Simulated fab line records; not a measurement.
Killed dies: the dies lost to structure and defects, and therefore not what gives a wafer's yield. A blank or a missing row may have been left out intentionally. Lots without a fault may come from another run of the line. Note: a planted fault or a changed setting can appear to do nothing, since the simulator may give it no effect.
Matching of chambers -- flow nand-harc -- NHARC_A_M0_STRIP_18 on rie-diel-04 has 4 sister chambers
The step strips in N2/H2. 8 wafers are shown with their chamber, then 8 later ones without.

## WAFERS, EACH WITH ITS CHAMBER
wafer,chamber,drypump-motor-current-A (A),oes-product-au (a.u.)
L074.5,0,6.17,1.002
L078.5,1,5.51,1.000
L079.2,1,5.53,0.986
L079.5,3,5.77,1.012
L081.3,2,5.35,1.015
L081.4,3,5.74,1.016
L081.6,0,6.16,1.004
L082.2,2,5.35,1.012

## WAFERS WITHOUT THEIR CHAMBER
wafer,drypump-motor-current-A (A),oes-product-au (a.u.)
L082.4,5.55,0.999
L082.6,5.34,1.010
L091.1,6.16,0.987
L091.5,5.39,1.016
L091.6,5.75,1.005
L089.2,6.15,0.991
L089.3,5.77,1.008
L089.5,5.80,1.000

## THE CHAMBER EACH PASSED THROUGH
wafer,from the rows above,in truth
L082.4,1,1
L082.6,2,2
L091.1,0,0
L091.5,2,2
L091.6,3,3
L089.2,0,0
L089.3,3,3
L089.5,3,3
Placed correctly: 8 of 8. From these rows, 0 cannot be placed. Wrongly placed: 0.
How it was worked out, from the rows above alone: a wafer's distance from a chamber is the root of the sum, over the readings, of the square of ((its reading less the chamber's mean) divided by the reading's scatter). The wafer belongs to the nearest chamber; if the next one is less than 2 further off, it can't be placed. Each chamber's mean is taken over the wafers shown for it. The scatter: the root of (the sum of the squares of (reading less its chamber's mean) over the shown wafers, divided by (wafers less chambers)).
